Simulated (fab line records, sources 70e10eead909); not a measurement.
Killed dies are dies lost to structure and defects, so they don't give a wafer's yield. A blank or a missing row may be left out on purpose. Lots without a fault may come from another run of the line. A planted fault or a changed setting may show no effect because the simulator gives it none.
fab line records | flow nand_harc | part 1 of 2: steps 1 to 4 of 6
record lots=23 wafers=69 last_day=33
route steps=1302 shown A_STAIRCASE@808 A_SGD_CUT@904 A_SLIT@922
lots that met no fault: from a run of the same line without faults
start_h: hours from the record's first day to the start of the lot's first wafer shown | wait_h: hours since the lot's step before | " the same as in the row above | L1.1+2: a row that stands for several wafers | - no value, or no start given | * or withheld: withheld | < > ~ a bound
route shown NAME@n: a module of which the file shows steps, and the number in the route of the first | usual: mean/standard deviation of fault-free wafers | same: alike in all rows | chamber/n: place in a boat | sites: the reading at each site | _std_site: their standard deviation | _edge_site: outer sites' mean less inner sites' | radius_mm: how far each site lies from the wafer's centre | mask NAME#n: copy n | behind: the tool/chamber that last shaped the wafer | hold: why the lot was held/for how many hours/how that ended | device: the transistor (n, p or np) that didn't switch | end of line: the same wafers' tests at the end of the route | a step without rows: its recipe alone | killed: dies lost to structure and defects at the first sort, not the wafer's yield | map: a wafer's dies, x killed, . not, _ none there
set.NAME: the setting as run; set.NAME@STEP: as run at that earlier step | model.NAME: the simulator's own value behind a step, which no gauge read
steps of the route over a sample of lots; a table a step, a row a wafer
services: from which hour (start_h, from the record's first day; less than 0 if before it) a tool's chamber was out of use, for how many hours, and why
## steps
# step NHARC_A_STAIRCASE_ETCH_292
# recipe cf4_flow_sccm=100 chf3_flow_sccm=30 ar_flow_sccm=0 rf_w=500 bias_w=200 chemistry=CF4/CHF3
# usual chamber_pressure_mTorr=25.001/0.022 drypump_motor_current_A=5.7/0.46 oes_product_au=0.937/0.024 rf_vpp_V=370.1/1.5 showerhead_plenum_p_Torr=1.56/0.036 throttle_valve_pct=16.802/0.0084
# columns lot.wafer tool chamber start_h wait_h chamber_pressure_mTorr drypump_motor_current_A oes_product_au rf_hours_counter_h rf_vpp_V showerhead_plenum_p_Torr throttle_valve_pct
L074.2 rie_diel-13 1 368.28 0.1 24.965 5.6 0.941 5 369.0 1.53 16.800
L074.1 " 3 " " 24.992 6.2 0.916 6 368.9 1.56 16.800
L074.5 " 2 " " 25.040 5.9 0.898 - 368.3 1.54 16.810
L075.1 rie_diel-07 0 390.24 0.1 24.989 5.5 0.922 33 372.3 1.64 16.812
L075.2 " 1 " " 24.974 6.2 0.950 36 372.4 1.61 16.818
L075.5 " 3 " " 25.034 5.0 0.929 - 370.3 1.56 16.799
L076.3 rie_diel-07 0 392.33 0.1 24.978 5.6 0.921 34 372.6 1.64 16.820
L076.1 " 1 " " 24.977 6.3 0.943 37 372.1 1.61 16.794
L076.6 " 1 " " 24.992 6.2 0.948 - 373.5 1.61 16.805
L077.2 rie_diel-01 1 410.39 0.1 24.997 4.8 0.940 6 370.4 1.56 16.812
L077.1 " 0 " " 25.043 6.3 0.977 9 369.3 1.52 16.807
L077.5 " 0 " " 24.991 6.3 0.986 - 368.0 1.52 16.785
L078.4 rie_diel-07 3 412.81 0.1 25.013 4.9 0.947 31 370.4 1.56 16.806
L078.5 " 3 " " 24.995 4.9 0.936 - 369.3 1.56 16.800
L078.6 " 0 " " 24.998 5.5 0.926 - 374.1 1.64 16.788
L079.4 rie_diel-01 1 420.86 0.1 25.004 4.8 0.899 8 370.4 1.56 16.799
L079.3 " 2 " " 25.019 5.2 0.920 6 371.1 1.57 16.810
L079.6 " 0 " " 24.980 6.3 0.956 - 367.2 1.52 16.798
L081.2 rie_diel-07 2 449.06 0.1 25.010 6.2 0.955 51 368.8 1.53 16.803
L081.4 " 0 " " 24.965 5.5 0.967 50 371.5 1.63 16.800
L081.5 " 3 " " 24.990 5.0 0.982 - 369.7 1.56 16.808
L080.2 rie_diel-01 3 450.55 0.1 24.986 5.6 0.939 19 368.9 1.54 16.807
L080.4 " 2 " " 24.997 5.2 0.939 14 370.8 1.57 16.788
L080.5 " 0 " " 25.001 6.3 0.943 - 368.3 1.52 16.799
L082.2 rie_diel-13 3 451.13 0.1 25.028 6.3 0.921 34 370.9 1.55 16.801
L082.4 " 1 " " 25.011 5.6 0.948 32 368.0 1.53 16.809
L082.6 " 3 " " 24.975 6.2 0.923 - 370.6 1.55 16.813
L084.3 rie_diel-13 3 479.25 0.1 24.969 6.2 0.921 44 369.7 1.55 16.808
L084.1 " 0 " " 24.973 5.4 0.930 43 370.4 1.58 16.805
L084.2 " 2 " " 24.979 5.9 0.922 48 370.0 1.53 16.808
L083.2 rie_diel-13 0 480.56 0.1 25.028 5.4 0.922 43 371.3 1.58 16.820
L083.3 " 1 " " 25.016 5.7 0.928 45 369.8 1.52 16.829
L083.5 " 3 " " 24.970 6.2 0.906 - 369.2 1.55 16.802
L085.3 rie_diel-07 1 481.23 0.1 25.008 6.2 0.989 0 370.8 1.61 16.801
L085.1 " 3 " " 25.003 5.0 0.974 0 370.2 1.56 16.811
L085.6 " 1 " " 25.026 6.2 0.990 - 373.1 1.61 16.793
L086.4 rie_diel-07 0 505.85 0.1 25.002 5.5 0.936 6 374.3 1.63 16.796
L086.2 " 3 " " 25.014 5.0 0.973 5 369.1 1.55 16.791
L086.6 " 1 " " 25.034 6.2 0.931 - 372.0 1.60 16.790
L087.1 rie_diel-13 0 508.02 0.1 24.999 5.4 0.931 54 369.1 1.58 16.801
L087.2 " 2 " " 24.995 5.9 0.918 56 369.6 1.53 16.789
L087.6 " 1 " " 24.989 5.6 0.943 - 369.5 1.52 16.804
L089.2 rie_diel-01 3 522.32 0.1 25.038 5.6 0.936 45 370.0 1.54 16.799
L089.4 " 1 " " 24.991 4.8 0.904 43 369.1 1.55 16.807
L089.5 " 3 " " 25.001 5.6 0.931 - 369.3 1.54 16.812
L088.3 rie_diel-07 2 536.71 0.1 24.968 6.2 0.921 20 369.9 1.53 16.790
L088.6 " 2 " " 24.992 6.2 0.928 - 368.3 1.53 16.802
L088.5 " 3 " " 24.980 4.9 0.924 - 370.2 1.55 16.791
L091.2 rie_diel-01 2 538.58 0.1 25.012 5.3 0.965 46 371.4 1.56 16.793
L091.3 " 3 " " 25.020 5.6 0.977 51 370.9 1.54 16.798
L091.6 " 2 " " 25.008 5.3 0.961 - 371.1 1.56 16.805
L090.1 rie_diel-13 1 540.51 0.1 25.012 5.7 0.939 6 369.3 1.52 16.803
L090.2 " 3 " " 25.032 6.3 0.908 1 368.9 1.54 16.798
L090.3 " 0 " " 25.033 5.4 0.908 6 370.2 1.58 16.806
L092.3 rie_diel-07 3 552.81 0.1 25.004 5.0 0.948 20 368.4 1.55 16.793
L092.1 " 1 " " 24.977 6.3 0.993 24 369.8 1.60 16.809
L092.5 " 0 " " 25.022 5.5 0.965 - 372.4 1.63 16.794
L093.3 rie_diel-13 3 564.13 0.2 24.994 6.2 0.909 6 370.1 1.54 16.800
L093.5 " 0 " " 24.978 5.4 0.923 - 370.2 1.58 16.808
L093.6 " 1 " " 24.981 5.6 0.927 - 368.6 1.52 16.811
L094.1 rie_diel-13 0 579.80 0.2 25.011 5.4 0.924 16 370.4 1.57 16.807
L094.4 " 1 " " 25.004 5.6 0.926 - 368.1 1.52 16.799
L094.5 " 3 " " 25.003 6.2 0.893 - 368.9 1.54 16.792
L095.1 rie_diel-13 2 594.25 0.1 25.010 5.9 0.952 21 369.6 1.52 16.803
L095.4 " 1 " " 25.009 5.7 0.987 17 369.6 1.52 16.801
L095.5 " 2 " " 24.976 5.9 0.961 - 369.6 1.52 16.800
L097.1 rie_diel-13 1 613.08 0.1 24.982 5.6 0.917 24 367.7 1.52 16.795
L097.3 " 3 " " 25.000 6.2 0.909 26 369.3 1.54 16.796
L097.4 " 0 " " 25.042 5.3 0.923 33 370.7 1.57 16.802
# step NHARC_A_STAIRCASE_STRIP_476
# recipe time_s=20 o2_flow_sccm=500 ar_flow_sccm=0 bias_w=0 chemistry=O2
# usual chamber_pressure_mTorr=60.00/0.055 drypump_motor_current_A=5.7/0.47 oes_product_au=1.003/0.015 rf_vpp_V=57.6/0.77 showerhead_plenum_p_Torr=3.50/0.081 throttle_valve_pct=17.036/0.0089
# columns lot.wafer tool chamber start_h wait_h chamber_pressure_mTorr drypump_motor_current_A oes_product_au rf_hours_counter_h rf_vpp_V showerhead_plenum_p_Torr throttle_valve_pct
L074.1 rie_diel-13 0 380.81 0.1 59.95 5.4 1.002 7 57.3 3.57 17.037
L074.2 " 1 " " 59.89 5.7 1.028 7 56.9 3.44 17.031
L074.5 " 0 " " 60.01 5.4 0.997 - 57.0 3.57 17.037
L075.2 rie_diel-01 0 400.15 0.1 59.89 6.3 1.028 4 56.4 3.41 17.043
L075.1 " 1 " " 60.09 4.8 0.982 1 58.9 3.50 17.031
L075.5 " 3 " " 60.05 5.6 1.007 - 56.5 3.47 17.020
L076.1 rie_diel-07 3 402.37 0.1 59.91 5.0 0.994 27 57.8 3.50 17.045
L076.3 " 0 " " 60.05 5.6 0.995 36 59.1 3.67 17.026
L076.6 " 3 " " 60.02 5.0 1.005 - 58.6 3.50 17.033
L077.1 rie_diel-01 2 420.90 0.1 59.99 5.2 1.002 6 56.5 3.52 17.034
L077.2 " 3 " " 60.02 5.6 1.005 11 57.4 3.47 17.042
L077.5 " 3 " " 59.97 5.6 1.015 - 56.6 3.47 17.027
L078.4 rie_diel-07 2 422.59 0.1 60.05 6.2 1.008 45 56.8 3.44 17.047
L078.5 " 1 " " 60.06 6.2 1.010 - 58.2 3.61 17.026
L078.6 " 2 " " 59.99 6.2 1.004 - 58.1 3.44 17.017
L079.3 rie_diel-01 2 429.89 0.1 59.95 5.2 1.001 9 57.2 3.52 17.023
L079.4 " 0 " " 60.04 6.3 1.034 16 57.6 3.40 17.023
L079.6 " 1 " " 60.09 4.8 0.981 - 58.0 3.49 17.027
L081.2 rie_diel-07 1 458.96 0.2 60.07 6.2 1.013 58 56.9 3.60 17.023
L081.4 " 2 " " 59.98 6.2 1.006 53 57.9 3.44 17.033
L081.5 " 3 " " 59.97 5.0 1.028 - 58.1 3.49 17.045
L080.2 rie_diel-13 1 460.89 0.1 60.06 5.7 1.018 35 57.8 3.43 17.027
L080.4 " 2 " " 60.05 5.9 0.985 39 56.5 3.43 17.028
L080.5 " 3 " " 59.95 6.2 0.986 - 57.0 3.47 17.040
L082.2 rie_diel-13 1 462.62 0.1 59.92 5.7 1.023 36 59.1 3.43 17.040
L082.4 " 2 " " 60.01 5.9 0.988 40 56.7 3.43 17.042
L082.6 " 2 " " 60.05 5.9 0.994 - 57.8 3.43 17.042
L084.3 rie_diel-13 3 488.33 0.1 59.96 6.3 0.992 47 58.0 3.47 17.033
L084.1 " 0 " " 60.00 5.4 1.011 46 57.4 3.54 17.021
L084.2 " 2 " " 60.07 5.9 0.980 51 56.5 3.43 17.049
L083.3 rie_diel-13 2 490.16 0.1 60.09 5.9 0.992 51 57.0 3.43 17.050
L083.2 " 0 " " 59.99 5.4 1.000 46 58.0 3.54 17.022
L083.5 " 1 " " 60.03 5.7 1.008 - 56.5 3.42 17.040
L085.1 rie_diel-07 1 495.69 0.1 60.03 6.3 1.009 3 58.0 3.60 17.029
L085.3 " 3 " " 59.99 5.0 1.013 2 59.0 3.49 17.043
L085.6 " 0 " " 60.04 5.5 1.015 - 59.9 3.66 17.027
L086.4 rie_diel-07 2 514.89 0.1 60.08 6.2 0.997 11 57.4 3.43 17.034
L086.2 " 3 " " 60.06 5.0 0.999 7 57.2 3.49 17.044
L086.6 " 3 " " 60.04 5.0 1.000 - 57.1 3.49 17.048
L087.1 rie_diel-07 3 519.74 0.1 59.95 5.0 1.000 9 57.9 3.48 17.031
L087.2 " 1 " " 59.97 6.3 0.996 11 57.5 3.59 17.031
L087.6 " 0 " " 60.02 5.5 1.017 - 57.4 3.65 17.017
L089.4 rie_diel-07 1 534.29 0.1 59.87 6.3 1.002 19 58.0 3.59 17.024
L089.2 " 2 " " 59.94 6.2 1.008 20 57.5 3.43 17.041
L089.5 " 3 " " 59.94 5.0 1.010 - 58.1 3.48 17.040
L088.3 rie_diel-13 1 545.85 0.1 60.08 5.7 1.010 8 57.1 3.41 17.048
L088.6 " 3 " " 59.91 6.3 0.983 - 56.9 3.46 17.033
L088.5 " 0 " " 60.05 5.4 0.988 - 58.4 3.53 17.033
L091.2 rie_diel-13 2 549.43 0.1 60.07 5.9 0.993 8 57.4 3.42 17.035
L091.3 " 3 " " 59.91 6.3 0.983 3 57.5 3.46 17.029
L091.6 " 2 " " 59.94 5.9 0.991 - 58.8 3.42 17.052
L090.2 rie_diel-07 0 552.61 0.1 60.02 5.5 1.011 21 58.4 3.65 17.037
L090.3 " 1 " " 59.88 6.3 1.008 24 56.1 3.59 17.041
L090.1 " 2 " " 60.07 6.2 1.019 24 57.8 3.42 17.040
L092.3 rie_diel-07 0 564.86 0.1 60.06 5.6 1.016 26 59.1 3.64 17.045
L092.1 " 1 " " 59.91 6.3 0.999 29 57.0 3.58 17.027
L092.5 " 0 " " 59.99 5.6 1.017 - 59.0 3.64 17.051
L093.3 rie_diel-13 3 573.84 0.1 60.07 6.2 0.974 9 56.7 3.45 17.039
L093.5 " 0 " " 60.02 5.4 0.989 - 57.5 3.53 17.031
L093.6 " 1 " " 59.94 5.7 0.995 - 58.1 3.41 17.025
L094.1 rie_diel-01 3 590.32 0.1 59.97 5.6 1.031 9 57.3 3.44 17.043
L094.4 " 1 " " 59.97 4.8 0.980 6 57.5 3.46 17.031
L094.5 " 0 " " 59.97 6.3 1.017 - 57.7 3.37 17.043
L095.4 rie_diel-13 3 605.31 0.1 59.93 6.2 0.979 24 57.6 3.45 17.042
L095.1 " 0 " " 59.95 5.4 1.012 31 57.2 3.52 17.022
L095.5 " 2 " " 59.99 5.9 0.993 - 57.1 3.41 17.026
L097.1 rie_diel-07 1 626.51 0.1 59.94 6.3 1.005 52 57.6 3.57 17.025
L097.4 " 2 " " 59.90 6.2 0.997 50 57.4 3.41 17.035
L097.3 " 3 " " 60.03 5.0 0.988 38 56.7 3.47 17.027
# step NHARC_A_STAIRCASE_DEP_151
# recipe target_thk_a=72000 temp_c=400 target_thk_nm=7200 teos_flow_sccm=200 rf_w=500 material=SiO2
# usual heater_power_w=696/66
# columns lot.wafer tool chamber start_h wait_h heater_power_w since_wet_clean_h
L074.1 pecvd-04 0 390.35 0.4 802 108
L074.2 " 2 " " 759 108
L074.5 " 0 " " 636 -
L075.1 pecvd-03 1 411.17 0.4 748 32
L075.2 " 2 " " 715 32
L075.5 " 1 " " 653 -
L076.1 pecvd-04 0 411.17 0.4 787 129
L076.3 " 2 " " 801 129
L076.6 " 0 " " 641 -
L077.1 pecvd-02 1 436.47 0.5 726 16
L077.2 " 2 " " 755 16
L077.5 " 0 " " 578 -
L078.6 pecvd-03 1 436.66 0.7 635 -
L078.4 " 2 " " 699 -
L078.5 " 0 " " 652 -
L079.3 pecvd-02 2 440.98 0.5 676 20
L079.4 " 1 " " 640 -
L079.6 " 2 " " 610 -
L081.2 pecvd-04 0 470.26 0.4 777 7
L081.5 " 0 " " 650 -
L081.4 " 1 " " 693 -
L080.2 pecvd-03 1 470.29 0.4 782 91
L080.5 " 1 " " 644 -
L080.4 " 0 " " 647 -
L082.2 pecvd-04 2 473.80 0.5 794 10
L082.6 " 2 " " 675 -
L082.4 " 0 " " 637 -
L084.1 pecvd-03 0 499.26 0.4 774 120
L084.2 " 1 " " 777 120
L084.3 " 2 " " 871 121
L083.2 pecvd-02 1 499.41 0.5 716 79
L083.3 " 1 " " 647 -
L083.5 " 1 " " 662 -
L085.3 pecvd-03 2 506.78 0.4 842 128
L085.1 " 0 " " 757 128
L085.6 " 0 " " 667 -
L086.2 pecvd-02 2 525.87 0.4 755 105
L086.6 " 2 " " 620 -
L086.4 " 0 " " 581 -
L087.2 pecvd-03 1 530.71 0.4 777 152
L087.1 " 0 " " 689 152
L087.6 " 2 " " 717 -
L089.2 pecvd-02 2 546.99 0.4 676 126
L089.4 " 2 " " 617 -
L089.5 " 1 " " 624 -
L088.3 pecvd-02 1 556.74 0.4 678 136
L088.6 " 2 " " 628 -
L088.5 " 0 " " 561 -
L091.3 pecvd-03 0 560.40 0.4 786 1
L091.2 " 2 " " 703 1
L091.6 " 1 " " 647 -
L090.2 pecvd-04 0 563.63 0.4 706 100
L090.1 " 1 " " 835 100
L090.3 " 2 " " 833 100
L092.3 pecvd-04 0 575.73 0.4 755 112
L092.1 " 1 " " 714 112
L092.5 " 2 " " 677 -
L093.3 pecvd-03 2 584.74 0.4 727 25
L093.6 " 0 " " 629 -
L093.5 " 1 " " 662 -
L094.1 pecvd-03 2 601.42 0.6 774 42
L094.5 " 1 " " 641 -
L094.4 " 2 " " 664 -
L095.1 pecvd-04 1 616.21 0.4 720 153
L095.5 " 2 " " 692 -
L095.4 " 0 " " 673 -
L097.1 pecvd-02 1 637.55 0.5 777 36
L097.3 " 2 " " 674 36
L097.4 " 1 " " 689 -
# step NHARC_A_STAIRCASE_CMP_472
# recipe material=SiO2
# usual motor_current_A=11.7/0.96 slurry_flow_ml_min=150.0/0.46
# columns lot.wafer tool chamber start_h wait_h motor_current_A slurry_flow_ml_min
L074.2 cmp-01 3 426.35 0.3 11.5 149.7
L074.1 " 0 " " 12.8 150.0
L074.5 " 2 " " 11.1 150.2
L075.2 cmp-01 0 443.97 0.2 13.8 149.2
L075.1 " 2 " " 11.3 149.3
L075.5 " 0 " " 13.5 150.1
L076.3 cmp-04 1 444.06 0.2 9.8 149.3
L076.1 " 2 " " 10.7 150.1
L076.6 " 0 " " 11.8 149.3
L078.4 cmp-02 3 475.12 0.2 10.4 149.3
L078.5 " 1 " " 11.7 150.5
L078.6 " 2 " " 12.4 150.4
L077.1 cmp-04 3 475.16 0.2 11.3 150.0
L077.2 " 0 " " 11.4 149.7
L077.5 " 0 " " 11.6 150.2
L079.4 cmp-01 0 475.45 0.2 13.5 150.5
L079.3 " 1 " " 12.2 150.1
L079.6 " 2 " " 11.1 149.4
L080.4 cmp-01 2 505.67 0.1 11.2 150.0
L080.2 " 0 " " 13.7 150.8
L080.5 " 3 " " 11.0 150.6
L081.4 cmp-02 2 505.70 0.3 12.4 150.0
L081.2 " 3 " " 10.6 150.1
L081.5 " 1 " " 12.1 150.5
L082.4 cmp-02 3 505.86 0.1 10.4 150.1
L082.2 " 1 " " 11.8 150.4
L082.6 " 3 " " 10.4 150.0
L083.2 cmp-02 2 533.92 0.2 12.3 150.1
L083.3 " 0 " " 13.0 150.5
L083.5 " 2 " " 12.3 150.5
L084.3 cmp-01 2 534.21 0.2 11.4 150.1
L084.1 " 0 " " 13.4 150.5
L084.2 " 1 " " 12.4 149.9
L085.3 cmp-02 1 537.97 0.3 11.6 150.1
L085.1 " 3 " " 10.5 150.7
L085.6 " 1 " " 12.7 150.5
L086.2 cmp-04 1 556.63 0.2 10.1 150.7
L086.4 " 2 " " 11.4 149.8
L086.6 " 1 " " 10.2 150.0
L087.2 cmp-04 3 568.07 0.2 12.0 149.8
L087.1 " 1 " " 9.8 149.8
L087.6 " 2 " " 11.2 150.1
L089.4 cmp-04 3 584.07 0.2 12.6 149.2
L089.2 " 0 " " 11.7 149.5
L089.5 " 2 " " 11.6 149.4
L088.3 cmp-02 3 584.26 0.2 10.2 150.3
L088.5 " 3 " " 10.6 150.6
L088.6 " 0 " " 12.9 150.0
L090.1 cmp-04 3 594.33 0.2 11.4 150.8
L090.2 " 0 " " 11.9 150.0
L090.3 " 1 " " 9.4 149.6
L091.3 cmp-02 0 595.54 0.2 13.3 150.2
L091.2 " 2 " " 12.7 150.6
L091.6 " 0 " " 12.9 150.2
L092.1 cmp-02 2 606.02 0.3 12.7 150.3
L092.3 " 0 " " 12.2 150.4
L092.5 " 2 " " 12.6 150.0
L093.3 cmp-02 2 615.76 0.2 12.3 150.6
L093.6 " 0 " " 12.5 149.7
L093.5 " 1 " " 12.2 150.1
L094.4 cmp-02 1 632.41 0.1 11.2 149.8
L094.1 " 3 " " 10.3 149.3
L094.5 " 1 " " 12.0 150.2
L095.1 cmp-02 2 654.07 0.3 12.0 151.1
L095.4 " 0 " " 12.7 150.2
L095.5 " 1 " " 11.9 150.0
L097.4 cmp-02 2 674.17 0.1 12.7 150.4
L097.1 " 3 " " 9.9 150.0
L097.3 " 0 " " 13.2 150.6
